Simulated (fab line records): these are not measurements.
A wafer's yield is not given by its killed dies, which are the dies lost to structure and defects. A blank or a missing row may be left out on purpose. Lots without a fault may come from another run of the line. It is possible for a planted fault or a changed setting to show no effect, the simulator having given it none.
What tool caused it? | flow n5Finfet | Sampling: 9 lots, 27 wafers, 6 of 1938 route steps

## WHAT EACH GAUGE READ, for each wafer
N5_BEOL_M0_SAQP_CD_MEAS_29: target cd 14.4 nm. Usual: 15.02 nm for cdNm, sd 0.22.
lot  | measured     | on       | cdNm (nm)         | flag
L538 | day 6 21:07  | cdSem-01 | 15.16 15.10 14.86 | 
L540 | day 7 03:37  | cdSem-03 | 15.07 14.80 14.89 | 
L541 | day 7 08:55  | cdSem-01 | 15.19 15.11 15.20 | 
L544 | day 8 08:35  | cdSem-01 | 14.91 15.17 14.66 | 
L545 | day 8 13:42  | cdSem-03 | 15.47 15.06 14.93 | 
L549 | day 9 14:07  | cdSem-02 | 14.96 15.27 15.23 | 
L550 | day 9 18:54  | cdSem-01 | 12.12 14.95 14.88 | OFF
L552 | day 10 03:46 | cdSem-01 | 11.92 11.85 14.82 | OFF
L556 | day 11 03:28 | cdSem-03 | 15.02 15.39 15.12 | 

N5_BEOL_M4_RC_MEAS_101. Usual: DIBL_N 36.5 mV/V, standard deviation 1.9; DIBL_P 36.7 mV/V, standard deviation 2.1; IOFF_N 0.17 nA/um, standard deviation 0.035; IOFF_P 0.22 nA/um, standard deviation 0.042; ION_N 676 uA/um, standard deviation 10; ION_P 462 uA/um, standard deviation 8.1; SS_N 71.5 mV/dec, standard deviation 0.72; SS_P 73.4 mV/dec, standard deviation 0.7; VT_N 249 mV, standard deviation 3.1; VT_P -250 mV, standard deviation 3.9.
lot  | measured     | on        | DIBL_N (mV/V)  | DIBL_P (mV/V)  | IOFF_N (nA/um) | IOFF_P (nA/um) | ION_N (uA/um) | ION_P (uA/um) | SS_N (mV/dec)  | SS_P (mV/dec)  | VT_N (mV)   | VT_P (mV)      | flag
L538 | day 9 01:49  | prober-02 | 38.4 35.4 36.1 | 38.6 36.4 35.7 | 0.18 0.14 0.14 | 0.23 0.21 0.20 | 680 681 662   | 461 466 459   | 72.2 71.0 72.2 | 74.0 73.9 73.5 | 251 251 252 | -250 -249 -251 | 
L540 | day 10 04:58 | prober-01 | 36.9 40.6 38.2 | 36.0 39.9 36.8 | 0.17 0.23 0.19 | 0.23 0.30 0.25 | 683 687 678   | 469 467 463   | 70.4 72.6 71.1 | 73.1 74.6 74.0 | 246 245 246 | -247 -242 -246 | 
L541 | day 10 11:35 | prober-02 | 38.5 36.0 36.5 | 39.7 35.4 36.6 | 0.21 0.16 0.16 | 0.28 0.20 0.22 | 699 676 683   | 476 465 466   | 71.8 70.9 71.2 | 74.3 72.7 73.5 | 246 249 249 | -244 -248 -249 | 
L544 | day 11 12:39 | prober-02 | 38.4 37.8 36.4 | 38.8 37.0 36.2 | 0.21 0.19 0.17 | 0.24 0.21 0.20 | 694 676 681   | 467 456 457   | 71.6 72.2 70.9 | 74.4 74.3 73.6 | 242 245 245 | -249 -253 -250 | 
L545 | day 11 11:32 | prober-01 | 36.3 36.8 36.6 | 37.6 37.1 36.7 | 0.17 0.16 0.16 | 0.22 0.21 0.20 | 675 675 678   | 460 460 462   | 71.7 70.9 71.9 | 72.8 73.0 73.3 | 248 251 249 | -250 -251 -254 | 
L549 | day 11 23:55 | prober-01 | 34.3 35.2 35.1 | 33.9 35.4 36.1 | 0.13 0.15 0.15 | 0.16 0.18 0.18 | 660 676 672   | 451 456 458   | 70.9 70.2 71.1 | 72.6 73.0 73.4 | 253 250 251 | -254 -254 -254 | 
L550 | day 12 05:23 | prober-01 | 37.1 35.8      | 35.7 34.6      | 0.16 0.14      | 0.19 0.18      | 668 657       | 456 446       | 72.6 71.6      | 72.5 72.5      | 249 253     | -254 -252      | 
L552 | day 13 01:01 | prober-01 | 33.9           | 34.2           | 0.12           | 0.17           | 661           | 460           | 70.7           | 72.8           | 256         | -254           | 
L556 | day 14 12:44 | prober-02 | 36.1 35.7 38.8 | 34.6 35.6 38.9 | 0.13 0.14 0.19 | 0.18 0.19 0.25 | 657 662 676   | 454 455 463   | 71.0 71.3 71.8 | 72.7 73.0 73.1 | 252 252 246 | -253 -253 -247 | 

## EACH LOT AND THE TOOL THAT RAN IT (in order: tool; ch and the chambers of the sampled wafers; start)
lot  | N5_BEOL_M0_SAQP_DESCUM_19         | N5_BEOL_M0_SAQP_MANDREL1_REMOVE_100 | N5_BEOL_M0_SAQP_SPACER2_ALD_26  | N5_BEOL_M0_SAQP_MANDREL2_REMOVE_110
L538 | rieDiel-04 ch 0,1,2, day 6 17:05  | rieSi-02 ch 0,1,3, day 6 18:56      | aldSin-03 ch 2,3, day 6 20:22   | rieSi-06 ch 0,1, day 6 21:00
L540 | rieDiel-05 ch 0,2,3, day 7 00:14  | rieSi-06 ch 0,1,2, day 7 01:41      | aldSin-04 ch 0,2,3, day 7 02:52 | rieSi-02 ch 0,2,3, day 7 03:30
L541 | rieDiel-03 ch 0,2,3, day 7 03:46  | rieSi-02 ch 0,1,2, day 7 05:51      | aldSin-04 ch 0,2,3, day 7 07:49 | rieSi-06 ch 1,2, day 7 08:48
L544 | rieDiel-04 ch 2,3, day 8 04:37    | rieSi-06 ch 0,3, day 8 06:19        | aldSin-03 ch 0,2,3, day 8 07:48 | rieSi-06 ch 1,2,3, day 8 08:28
L545 | rieDiel-05 ch 1,2, day 8 09:32    | rieSi-02 ch 0,3, day 8 11:32        | aldSin-01 ch 0,3, day 8 12:48   | rieSi-03 ch 1,3, day 8 13:35
L549 | rieDiel-04 ch 0,1,2, day 9 10:10  | rieSi-02 ch 2,3, day 9 11:46        | aldSin-04 ch 0,2, day 9 13:19   | rieSi-03 ch 1,2, day 9 14:00
L550 | rieDiel-03 ch 1,2,3, day 9 14:53  | rieSi-03 ch 1,2,3, day 9 16:35      | aldSin-04 ch 1,3, day 9 17:49   | rieSi-06 ch 0,1,3, day 9 18:47
L552 | rieDiel-03 ch 0,1,3, day 10 00:16 | rieSi-02 ch 0,1, day 10 01:43       | aldSin-04 ch 0,3, day 10 02:50  | rieSi-03 ch 2,3, day 10 03:39
L556 | rieDiel-03 ch 0,2, day 10 23:50   | rieSi-06 ch 1,3, day 11 01:31       | aldSin-03 ch 2,3, day 11 02:43  | rieSi-02 ch 0,3, day 11 03:22
- N5_BEOL_M0_SAQP_DESCUM_19: chemistry O2, time 7.9 s.
- N5_BEOL_M0_SAQP_MANDREL1_REMOVE_100: chemistry HBr/Cl2/O2, target a-Si, stops on SiNx, bt time 10 s.
- N5_BEOL_M0_SAQP_SPACER2_ALD_26: deposits SiO2, target thk 15 nm, pulse time 1 s, purge time 2 s.
- N5_BEOL_M0_SAQP_MANDREL2_REMOVE_110: chemistry HBr/Cl2/O2, target a-Si, stops on SiCN, bt time 10 s.

## WHAT THE TOOLS THEMSELVES READ (means of the sampled wafers that have a number; where no wafer has one, the mark that the record gives instead)
N5_BEOL_M0_SAQP_DESCUM_19. Usual: for drypumpMotorCurrentA, 5.6 A with a standard deviation of 0.55; for o2FlowSccm, 225.0 sccm with a standard deviation of 0.76; for oesProductAu, 0.79 a.u. with a standard deviation of 0.089; for rfFwdPowerW, 49.3 W with a standard deviation of 0.3; for rfVppV, 243.4 V with a standard deviation of 1.4; for showerheadPlenumPTorr, 2.11 Torr with a standard deviation of 0.072; for throttleValvePct, 20.56 % with a standard deviation of 0.21.
lot  | tool       | drypumpMotorCurrentA (A) | o2FlowSccm (sccm) | oesProductAu (a.u.) | rfFwdPowerW (W) | rfVppV (V) | showerheadPlenumPTorr (Torr) | throttleValvePct (%) | flag
L538 | rieDiel-04 | 5.1                      | 225.4             | 0.75                | 49.2            | 242.6      | 2.08                         | 20.43                | 
L540 | rieDiel-05 | 5.6                      | 225.5             | 0.92                | 49.4            | 245.0      | 2.18                         | 20.38                | 
L541 | rieDiel-03 | 5.8                      | 225.4             | 0.72                | 49.1            | 242.1      | 2.08                         | 20.77                | 
L544 | rieDiel-04 | 5.0                      | 225.2             | 0.73                | 49.4            | 243.1      | 2.04                         | 20.44                | 
L545 | rieDiel-05 | 5.2                      | 224.7             | 0.91                | 49.5            | 244.5      | 2.23                         | 20.57                | 
L549 | rieDiel-04 | 5.1                      | 225.0             | 0.73                | 49.2            | 242.8      | 2.08                         | 20.45                | 
L550 | rieDiel-03 | 6.1                      | 224.5             | 0.78                | 49.4            | 242.8      | 2.10                         | 20.64                | 
L552 | rieDiel-03 | 5.7                      | 225.2             | 0.81                | 49.1            | 243.2      | 2.05                         | 20.70                | 
L556 | rieDiel-03 | 5.7                      | 225.5             | 0.92                | 49.4            | 243.7      | 2.10                         | 20.32                | 

N5_BEOL_M0_SAQP_MANDREL1_REMOVE_100. Usual: drypumpMotorCurrentA 5.9 A, standard deviation 0.42; oesProductAu 1.002 a.u., standard deviation 0.016; rfFwdPowerW 596.6 W, standard deviation 2.3; throttleValvePct 36.6 %, standard deviation 0.3.
lot  | tool     | drypumpMotorCurrentA (A) | oesProductAu (a.u.) | rfFwdPowerW (W) | throttleValvePct (%) | flag
L538 | rieSi-02 | 5.7                      | 1.005               | 596.9           | 36.5                 | 
L540 | rieSi-06 | 6.2                      | 0.997               | 598.4           | 36.5                 | 
L541 | rieSi-02 | 6.0                      | 1.017               | 596.9           | 36.5                 | 
L544 | rieSi-06 | 5.5                      | 1.005               | 597.7           | 36.7                 | 
L545 | rieSi-02 | 5.7                      | 0.994               | 597.9           | 36.4                 | 
L549 | rieSi-02 | 6.0                      | 0.990               | 596.5           | 36.4                 | 
L550 | rieSi-03 | 6.2                      | 1.010               | 598.2           | 36.6                 | 
L552 | rieSi-02 | 5.7                      | 1.006               | 595.3           | 36.5                 | 
L556 | rieSi-06 | 5.7                      | 1.003               | 597.1           | 36.9                 | 

N5_BEOL_M0_SAQP_SPACER2_ALD_26. Usual: heaterPowerW 486 W, standard deviation 45; precursorPulseHeightRel 0.999, standard deviation 0.02.
lot  | tool      | heaterPowerW (W) | precursorPulseHeightRel | flag
L538 | aldSin-03 | 480              | 0.988                   | 
L540 | aldSin-04 | 491              | 1.009                   | 
L541 | aldSin-04 | 502              | 1.006                   | 
L544 | aldSin-03 | 476              | 1.004                   | 
L545 | aldSin-01 | 464              | 1.001                   | 
L549 | aldSin-04 | 494              | 1.011                   | 
L550 | aldSin-04 | 482              | 0.988                   | 
L552 | aldSin-04 | 473              | 0.984                   | 
L556 | aldSin-03 | 447              | 1.000                   | 

N5_BEOL_M0_SAQP_MANDREL2_REMOVE_110. Usual: drypumpMotorCurrentA 6.0 A, standard deviation 0.4; oesProductAu 1.001 a.u., standard deviation 0.016; rfFwdPowerW 596.3 W, standard deviation 2.1; throttleValvePct 36.6 %, standard deviation 0.32.
lot  | tool     | drypumpMotorCurrentA (A) | oesProductAu (a.u.) | rfFwdPowerW (W) | throttleValvePct (%) | flag
L538 | rieSi-06 | 6.5                      | 1.005               | 596.9           | 36.7                 | 
L540 | rieSi-02 | 6.0                      | 1.003               | 595.9           | 36.5                 | 
L541 | rieSi-06 | 6.4                      | 1.001               | 596.0           | 36.8                 | 
L544 | rieSi-06 | 5.9                      | 1.000               | 597.8           | 36.7                 | 
L545 | rieSi-03 | 6.4                      | 1.007               | 593.9           | 36.5                 | 
L549 | rieSi-03 | 6.3                      | 1.010               | 595.7           | 36.3                 | 
L550 | rieSi-06 | 6.0                      | 1.006               | 595.7           | 36.7                 | 
L552 | rieSi-03 | 6.0                      | 1.006               | 596.3           | 36.8                 | 
L556 | rieSi-02 | 5.8                      | 1.013               | 597.8           | 36.6                 | 

## THE ANSWER, worked out from the rows above alone
Rule: a lot is off if the mean of its wafers that have a number lies more than 3 standard deviations from the usual mean. A lot without any number at a reading at which 4 lots or more have one is off too. All remaining lots with rows at the step are treated as sound. After the gauges, taken in route order, come the tools' own readings; for these a lot's mean is taken, as printed above. The first step at which some lot is off is used, and at that step the reading that is off furthest; a lot without a number counts as furthest.
Off at N5_BEOL_M0_SAQP_CD_MEAS_29 (cdNm): L550, L552.
A tool fits if, at a process step before that reading, it ran every lot that is off, and no sound lot after the first of them. Those tools and the gauges at N5_BEOL_M0_SAQP_CD_MEAS_29 are tried in the same way. 2 tools fit, aldSin-04 at N5_BEOL_M0_SAQP_SPACER2_ALD_26 and cdSem-01 at N5_BEOL_M0_SAQP_CD_MEAS_29, so this cannot tell which one it is.

## WHAT THE SIMULATOR HAD INSERTED
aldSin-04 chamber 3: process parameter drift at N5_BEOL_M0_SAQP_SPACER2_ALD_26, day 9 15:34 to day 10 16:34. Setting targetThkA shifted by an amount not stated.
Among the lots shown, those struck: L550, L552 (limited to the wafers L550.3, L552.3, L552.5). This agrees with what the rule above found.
